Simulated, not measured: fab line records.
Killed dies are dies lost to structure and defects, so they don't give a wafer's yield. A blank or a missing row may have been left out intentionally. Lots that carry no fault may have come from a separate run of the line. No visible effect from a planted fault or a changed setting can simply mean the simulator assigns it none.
Comparing a struck lot with a sound one | flow nand harc | 24 out of 1302 route steps
Sound: these wafers, L844.1, L844.2, L844.5. Wafers struck: L852.3, L852.4, L852.6. The cause comes at the end.
Each step with rows lists, per side, the tool, then ch with its chambers, then its first start. Under that, the readings that differ: sound wafers | struck wafers | difference of the means | sigmas: that difference in standard deviations of wafers without a fault.
alike: readings whose means differ by less than 2 such deviations, and words and numbers that are the same on both sides. not compared: withheld readings, readings that some wafer has no value for, bounds like >300 that may hide the same value, and numbers for which the record gives no deviation and whose values overlap.
Wherever a step has rows on one side only, a row that says differs or no value, or a row with sigmas, the two part there. Numbers that have no deviation but don't overlap get no sigmas and don't part them. Lack of a reading on every wafer of one side parts them only where that side has two or more wafers.

first, 1 step without rows for these wafers: NHARC_A_M0_SRD_25.
NHARC_A_M0_INSPECT_27:
  struck on defect inspect-02, day 31 08:27; sound on defect inspect-02, day 27 21:19
  alike: raw defect count
NHARC_A_M0_PRE_CLEAN_31: time 12 s.
  sound on pecvd-01 ch 1,2, day 27 21:23; struck on pecvd-01 ch 0,2, day 31 08:32
  alike: heater power w
NHARC_A_M0_DEP_32: deposits SiCN, target thk 30 nm.
  sound on pecvd-01 ch 1,2, day 27 21:28; struck on pecvd-01 ch 0,2, day 31 08:38
  alike: chamber pressure Torr, heater power w
then, 7 steps without rows for these wafers: NHARC_A_M1_DEP_00 (deposits SiOC, target thk 182.5 nm); NHARC_A_M1_DEHYDRATE_01 (time 120 s); NHARC_A_M1_HMDS_02 (time 30 s); NHARC_A_M1_COAT_34 (time 65 s); NHARC_A_M1_COAT_03 (resist thk 90 nm); NHARC_A_M1_SOFTBAKE_04 (time 55 s); NHARC_A_M1_EBR_05.
NHARC_A_M1_EXPOSE_06: exposes mask A M1, target cd 120 nm.
  sound on arfi scanner-01 ch 0, day 27 22:34; struck on arfi scanner-01 ch 0, day 31 09:43
  reading              | sound             | struck            | difference | sigmas
  exposure dose mJ cm2 | 75.14 75.13 75.17 | 93.89 93.85 93.77 | +18.69     | +99 or more
  alike: mask, focus offset nm
then, 2 steps without rows for these wafers: NHARC_A_M1_PEB_07 (peb time 65 s); NHARC_A_M1_DEVELOP_08 (develop time 35 s).
NHARC_A_M1_CD_MEAS_09 targets a cd of 120 nm.
  sound on cd sem-03 ch 0, day 27 22:42; struck on cd sem-03 ch 0, day 31 09:51
  reading    | sound             | struck            | difference | sigmas
  cd nm (nm) | 120.2 119.9 120.5 | 134.1 133.5 134.2 | +13.7      | +21
NHARC_A_M1_OVL_MEAS_10: pitch 240 nm.
  struck on overlay-01, day 31 09:56; sound on overlay-02, day 27 22:47
  reading           | sound       | struck         | difference | sigmas
  overlay y nm (nm) | 2.7 2.4 2.5 | -0.2 -1.2 -1.2 | -3.4       | -4
  alike: overlay x nm
NHARC_A_M1_INSPECT_11:
  struck on defect inspect-02, day 31 09:58; sound on defect inspect-01, day 27 22:50
  alike: raw defect count
NHARC_A_M1_DESCUM_14: chemistry O2, time 3 s.
  sound on rie diel-05 ch 1,3, day 27 22:54; struck on rie diel-11 ch 0,1,2, day 31 10:02
  reading               | sound             | struck            | difference | sigmas
  model.A_M1.cd nm (nm) | 119.3 120.7 120.9 | 134.2 133.6 135.1 | +14.0      |
  alike: drypump motor current A, oes product au, rf vpp V, showerhead plenum p Torr, throttle valve pct
  not compared: rf hours counter h
NHARC_A_M1_ETCH_35: etches the open film in N2/H2, target depth 40 nm, overetch 12 nm, time 43.94 s.
  sound on rie diel-05 ch 0,2,3, day 27 22:59; struck on rie diel-11 ch 1,2, day 31 10:07
  alike: drypump motor current A, n2 flow sccm, oes product au, rf vpp V, showerhead plenum p Torr, throttle valve pct
  not compared: rf hours counter h
NHARC_A_M1_ETCH_15: etches the open film in C4F8/Ar, target depth 182.5 nm, time 91.2 s.
  sound on rie diel-05 ch 1,2,3; struck on rie diel-11 ch 0,2,3
  alike: oes product au, rf vpp V
  not compared: rf hours counter h
NHARC_A_M1_CD_MEAS_16:
  struck on cd sem-01, day 31 10:20; sound on cd sem-01, day 27 23:12
  reading    | sound             | struck            | difference | sigmas
  cd nm (nm) | 119.5 120.6 121.2 | 134.3 133.2 134.5 | +13.6      | +14
NHARC_A_M1_STRIP_18: strips in N2/H2.
  sound on rie diel-11 ch 1,2,3, day 27 23:16; struck on rie diel-11 ch 0,1, day 31 10:24
  alike: drypump motor current A, n2 flow sccm, oes product au, rf vpp V, showerhead plenum p Torr, throttle valve pct
  not compared: rf hours counter h
NHARC_A_M1_ETCH_28: etches the open film in CF4/N2, target depth 30 nm, time 72.99 s.
  sound on rie diel-11 ch 0,1,2; struck on rie diel-11 ch 1,2
  reading               | sound             | struck            | difference | sigmas
  model.A_M1.cd nm (nm) | 118.6 119.9 120.4 | 134.3 132.6 134.2 | +14.1      |
  alike: drypump motor current A, n2 flow sccm, oes product au, rf vpp V, showerhead plenum p Torr, throttle valve pct
  not compared: rf hours counter h
then, 1 step without rows for these wafers: NHARC_A_M1_STRIP_19 (strips in post etch residue remover, time 600 s).

== WHERE THEY PART ==
First at NHARC_A_M1_EXPOSE_06; last, within this record, at NHARC_A_M1_CD_MEAS_16. Later steps at which nothing parts them and some readings are alike: NHARC_A_M1_STRIP_18, NHARC_A_M1_ETCH_28.

WHY: whatever the simulator had introduced
Process parameter drift: arfi scanner-01, from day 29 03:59 on, at NHARC_A_M1_EXPOSE_06. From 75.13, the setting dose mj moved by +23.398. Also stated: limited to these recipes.
